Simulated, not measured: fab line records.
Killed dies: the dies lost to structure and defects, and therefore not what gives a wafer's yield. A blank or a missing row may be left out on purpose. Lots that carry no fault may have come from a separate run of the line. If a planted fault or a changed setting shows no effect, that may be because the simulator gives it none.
A struck lot beside a sound one + flow nandHarc + 38 out of 1302 route steps
Sound: the wafers L718.2, L718.5, L718.6. Struck: wafer L732.4. At the end, the cause is stated.
Per side, at each step with rows, come the tool, then ch with its chambers, and then its first start. Under that, the readings that differ: sound wafers + struck wafers + difference of the means + sigmas: that difference in standard deviations of wafers without a fault.
alike: words and numbers the same on both sides, and readings whose means are apart by under 2 such deviations; not compared: readings that were withheld, readings missing a value for some wafer, numbers with overlapping values and no deviation given by the record, and bounds like >300 which may hide the same value.
The two part at a step that has a row with sigmas, a row that says differs or no value, or rows on one side only. Non-overlapping numbers with no deviation appear without sigmas and do not part them. A reading that every wafer of one side lacks parts them only if that side has two wafers or more.

first, 2 steps without rows for these wafers: NHARC_A_STAIRCASE_HM_OPEN_463 (chemistry O2/COS); NHARC_A_STAIRCASE_STRIP_464 (strips in O2/COS).
NHARC_A_STAIRCASE_ETCH_453: etches the open film in CF4/O2, target depth 30 nm, overetch 3 nm, time 16.5 s.
  sound on rieDiel-03 ch 1,2; struck on rieDiel-03 ch 3
| reading    | sound             | struck | difference | sigmas |
|------------|-------------------|--------|------------|--------|
| rfVppV (V) | 197.7 196.4 198.5 | 200.7  | +3.2       | +2     |
  alike: drypumpMotorCurrentA, oesProductAu, showerheadPlenumPTorr, throttleValvePct
  not compared: rfHoursCounterH
then, 1 step without rows for these wafers: NHARC_A_STAIRCASE_ETCH_315 (etches the open film in C4F8/O2/Ar, target depth 2500 nm, time 607.1 s).
NHARC_A_STAIRCASE_STRIP_316: strips in O2.
  sound on rieDiel-03 ch 2,3; struck on rieDiel-03 ch 0
| reading    | sound          | struck | difference | sigmas |
|------------|----------------|--------|------------|--------|
| rfVppV (V) | 56.3 57.2 56.5 | 58.8   | +2.1       | +2     |
  alike: drypumpMotorCurrentA, oesProductAu, showerheadPlenumPTorr, throttleValvePct
  not compared: rfHoursCounterH
then, 3 steps without rows for these wafers: NHARC_A_STAIRCASE_STRIP_317 (strips in SPM, time 900 s); NHARC_A_STAIRCASE_PRECLEAN_318 (cleans in SC1); NHARC_A_STAIRCASE_SRD_329.
NHARC_A_STAIRCASE_ALD_415: deposits SiO2, target thk 30 nm, pulse time 6 s, ald cycles 300.
  sound on aldHk-04 ch 0,3, day 19 15:43; struck on aldHk-01 ch 1, day 25 04:41
| reading                 | sound             | struck | difference | sigmas |
|-------------------------|-------------------|--------|------------|--------|
| precursorPulseHeightRel | 0.974 0.996 1.001 | 1.037  | +0.047     | +2     |
  alike: heaterPowerW
then, 1 step without rows for these wafers: NHARC_A_STAIRCASE_ETCHBACK_416 (etches the open film in C4F8/O2/Ar, target depth 36 nm, time 7.2 s).
NHARC_A_STAIRCASE_STRIP_476: strips in O2, time 20 s.
  sound on rieDiel-05 ch 2,3, day 19 17:53; struck on rieDiel-05 ch 0, day 25 06:12
| reading             | sound             | struck | difference | sigmas |
|---------------------|-------------------|--------|------------|--------|
| oesProductAu (a.u.) | 0.995 0.991 0.993 | 1.015  | +0.022     | +2     |
  alike: drypumpMotorCurrentA, rfVppV, showerheadPlenumPTorr, throttleValvePct
  not compared: rfHoursCounterH
NHARC_A_STAIRCASE_DEP_417: deposits Si3N4, target thk 60 nm.
  sound on pecvd-02 ch 1,2, day 19 18:02; struck on pecvd-04 ch 2, day 25 06:29
  alike: heaterPowerW
then, 21 steps without rows for these wafers: NHARC_A_STAIRCASE_WET_418 (chemistry H3PO4, target depth 20 nm); NHARC_A_STAIRCASE_PRECLEAN_419 (cleans in SC1); NHARC_A_STAIRCASE_SRD_421; NHARC_A_STAIRCASE_ALD_420 (deposits SiO2, target thk 20 nm, pulse time 6 s, ald cycles 200); NHARC_A_STAIRCASE_CVD_552 (deposits SiNx, target thk 40 nm); NHARC_A_STAIRCASE_DEP_151 (deposits SiO2, target thk 7200 nm); NHARC_A_STAIRCASE_ANNEAL_320 (time 1800 s); NHARC_A_STAIRCASE_DEP_322 (deposits SiO2, target thk 7200 nm); NHARC_A_STAIRCASE_ANNEAL_323 (time 1800 s); NHARC_A_STAIRCASE_DEP_325 (deposits SiO2, target thk 7200 nm); NHARC_A_STAIRCASE_ANNEAL_326 (time 1800 s); NHARC_A_STAIRCASE_DEHYDRATE_433 (time 120 s); NHARC_A_STAIRCASE_HMDS_434 (time 30 s); NHARC_A_STAIRCASE_COAT_435; NHARC_A_STAIRCASE_SOFTBAKE_436 (time 170 s); NHARC_A_STAIRCASE_EBR_437; NHARC_A_STAIRCASE_EXPOSE_438 (exposes mask STAIR REV); NHARC_A_STAIRCASE_PEB_439 (peb time 130 s); NHARC_A_STAIRCASE_DEVELOP_440 (time 140 s); NHARC_A_STAIRCASE_HARDBAKE_442 (time 140 s); NHARC_A_STAIRCASE_DESCUM_443 (chemistry O2, time 3 s).
NHARC_A_STAIRCASE_ETCH_444: etches the open film in C4F8/O2, target depth 20400 nm, time 6800 s.
  sound on rieDiel-05 ch 0,1,3, day 21 10:29; struck on rieDiel-03 ch 3, day 27 01:02
| reading    | sound       | struck | difference | sigmas |
|------------|-------------|--------|------------|--------|
| rfVppV (V) | 806 798 810 | 816    | +11        | +3     |
  alike: oesProductAu
  not compared: rfHoursCounterH
then, 2 steps without rows for these wafers: NHARC_A_STAIRCASE_STRIP_446 (strips in O2); NHARC_A_STAIRCASE_STRIP_447 (strips in SPM, time 900 s).
NHARC_A_SGD_CUT_DEP_00: deposits SiNx, target thk 50 nm.
  sound on pecvd-02 ch 0,1,2, day 21 17:55; struck on pecvd-01 ch 0, day 27 09:41
| reading | sound | struck                  | difference                   | sigmas |
|---------|-------|-------------------------|------------------------------|--------|
| hold    | - - - | awaitDispo/2.6h/release | no value on the sound wafers |        |
  alike: heaterPowerW
-- break in the record here, with 7 days between the starts of the struck wafers on either side (left off in module A_SGD_CUT, picked up again in module END, where the first step shown is number 1302 on the route) --
NHARC_END_SORT_01:
  here the record holds rows for the struck wafers (prober-02 ch 0, day 34 08:38) but none for the sound ones

## WHERE THEY PART
Earliest at NHARC_A_STAIRCASE_ETCH_453; latest, in this record, at NHARC_END_SORT_01.

WHY: what had been put in by the simulator
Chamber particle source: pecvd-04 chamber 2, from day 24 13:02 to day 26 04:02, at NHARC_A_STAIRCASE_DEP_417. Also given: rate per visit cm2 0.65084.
